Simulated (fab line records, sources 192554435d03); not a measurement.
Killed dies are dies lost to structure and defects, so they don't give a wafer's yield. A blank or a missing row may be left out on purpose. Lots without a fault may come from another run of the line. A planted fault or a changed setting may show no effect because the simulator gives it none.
Chamber matching | flow n5_finfet | N5_DUMMY_GATE_ETCH_37 on rie_diel-02: 4 sister chambers
The step etches SOC in N2/H2, target depth 60 nm, overetch 30 nm. 24 wafers are shown with their chamber, then 12 later ones without.

WAFERS WITH THEIR CHAMBER
wafer  | chamber | drypump_motor_current_A (A) | showerhead_plenum_p_Torr (Torr) | throttle_valve_pct (%)
L075.1 | 2       | 6.6                         | 2.62                            | 17.88
L075.4 | 0       | 5.1                         | 2.53                            | 18.09
L075.5 | 0       | 5.1                         | 2.53                            | 18.08
L077.1 | 2       | 6.7                         | 2.62                            | 17.87
L077.2 | 0       | 5.1                         | 2.53                            | 18.11
L077.4 | 2       | 6.6                         | 2.62                            | 17.86
L079.1 | 0       | 5.1                         | 2.53                            | 18.12
L079.3 | 2       | 6.6                         | 2.62                            | 17.88
L079.5 | 2       | 6.6                         | 2.62                            | 17.87
L082.2 | 0       | 5.1                         | 2.53                            | 18.11
L082.3 | 3       | 6.5                         | 2.72                            | 17.63
L082.6 | 3       | 6.6                         | 2.72                            | 17.65
L083.3 | 0       | 5.1                         | 2.53                            | 18.13
L083.4 | 1       | 5.4                         | 2.59                            | 17.43
L083.5 | 0       | 5.1                         | 2.52                            | 18.12
L085.2 | 2       | 6.6                         | 2.62                            | 17.47
L085.5 | 1       | 5.4                         | 2.59                            | 17.42
L085.6 | 0       | 5.2                         | 2.52                            | 18.14
L086.1 | 2       | 6.6                         | 2.62                            | 17.47
L086.2 | 3       | 6.6                         | 2.72                            | 17.65
L086.5 | 3       | 6.5                         | 2.72                            | 17.66
L090.1 | 0       | 5.1                         | 2.52                            | 18.15
L090.2 | 1       | 5.4                         | 2.58                            | 17.43
L090.6 | 2       | 6.6                         | 2.61                            | 17.46

SIGNATURES (means of the wafers above)
reading                  | chamber 0 | chamber 1 | chamber 2 | chamber 3 | scatter within a chamber
drypump_motor_current_A  | 5.111     | 5.400     | 6.612     | 6.550     | 0.0372
showerhead_plenum_p_Torr | 2.5267    | 2.5867    | 2.6187    | 2.7200    | 0.00421
throttle_valve_pct       | 18.1167   | 17.4267   | 17.7200   | 17.6475   | 0.125
Rule: a wafer's distance from a chamber is the root of the sum, over the readings, of the square of ((its reading less the chamber's mean) divided by the reading's scatter). The wafer belongs to the nearest chamber; if the next one is less than 2 further off, it can't be placed. The scatter: the root of (the sum of the squares of (reading less its chamber's mean) over the shown wafers, divided by (wafers less chambers)).

WAFERS WITHOUT THEIR CHAMBER
wafer  | drypump_motor_current_A (A) | showerhead_plenum_p_Torr (Torr) | throttle_valve_pct (%)
L093.1 | 6.6                         | 2.61                            | 17.48
L093.3 | 6.6                         | 2.71                            | 17.67
L093.4 | 5.4                         | 2.58                            | 17.43
L095.2 | 5.1                         | 2.52                            | 18.18
L095.4 | 5.4                         | 2.58                            | 17.46
L095.5 | 5.1                         | 2.52                            | 18.17
L094.1 | 5.1                         | 2.52                            | 18.17
L094.3 | 5.4                         | 2.58                            | 17.46
L094.6 | 5.4                         | 2.58                            | 17.46
L097.1 | 5.1                         | 2.51                            | 18.16
L097.4 | 6.6                         | 2.61                            | 17.50
L097.6 | 6.6                         | 2.71                            | 17.68

WHICH CHAMBER EACH WENT THROUGH
wafer  | from the rows above | in truth
L093.1 | 2                   | 2
L093.3 | 3                   | 3
L093.4 | 1                   | 1
L095.2 | 0                   | 0
L095.4 | 1                   | 1
L095.5 | 0                   | 0
L094.1 | 0                   | 0
L094.3 | 1                   | 1
L094.6 | 1                   | 1
L097.1 | 0                   | 0
L097.4 | 2                   | 2
L097.6 | 3                   | 3
Placed correctly: 12 of 12. Can't be placed from these rows: 0. Placed wrongly: 0.
